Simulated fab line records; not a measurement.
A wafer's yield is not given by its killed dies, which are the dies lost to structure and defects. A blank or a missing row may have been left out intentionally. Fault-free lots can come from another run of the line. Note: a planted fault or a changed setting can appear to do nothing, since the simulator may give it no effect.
Matching of chambers    flow n5_finfet    N5_MOL_CONTACT_COAG_ETCH_67 on rie_diel-01 has 4 sister chambers
The step etches SOC in N2/H2, target depth 60 nm, overetch 21 nm, time 101.2 s. 4 wafers are shown with their chamber, then 7 later ones without.

## WAFERS WITH THEIR CHAMBER
wafer   chamber  drypump_motor_current_A (A)
L083.5  2        6.3
L084.6  3        4.9
L093.3  0        4.9
L093.5  1        4.7

## WAFERS WITHOUT THEIR CHAMBER
wafer   drypump_motor_current_A (A)
L093.6  4.8
L094.1  4.8
L094.3  4.8
L094.5  4.9
L095.3  6.3
L095.4  4.9
L095.5  4.9

## WHICH CHAMBER EACH ONE RAN IN
wafer   from the rows above           in truth
L093.6  can't be placed: 1 or 0 or 3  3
L094.1  can't be placed: 1 or 0 or 3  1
L094.3  can't be placed: 1 or 0 or 3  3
L094.5  can't be placed: 0 or 3       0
L095.3  2                             2
L095.4  can't be placed: 0 or 3       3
L095.5  can't be placed: 0 or 3       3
Correctly placed: 1 of 7. These rows do not allow placing 6 (true chamber among the candidates in 6). Placed wrongly: 0.
How it was worked out, from the rows above alone: a wafer's distance from a chamber is the root of the sum, over the readings, of the square of ((its reading less the chamber's mean) divided by the reading's scatter). If the next closest chamber is less than 2 further off than the closest, the wafer can't be placed; otherwise it belongs to the closest. The mean given for a chamber averages the wafers shown for that chamber. The scatter: with one shown wafer a chamber, the root of the mean of the squares of how far each hidden wafer lies from its nearest shown one.
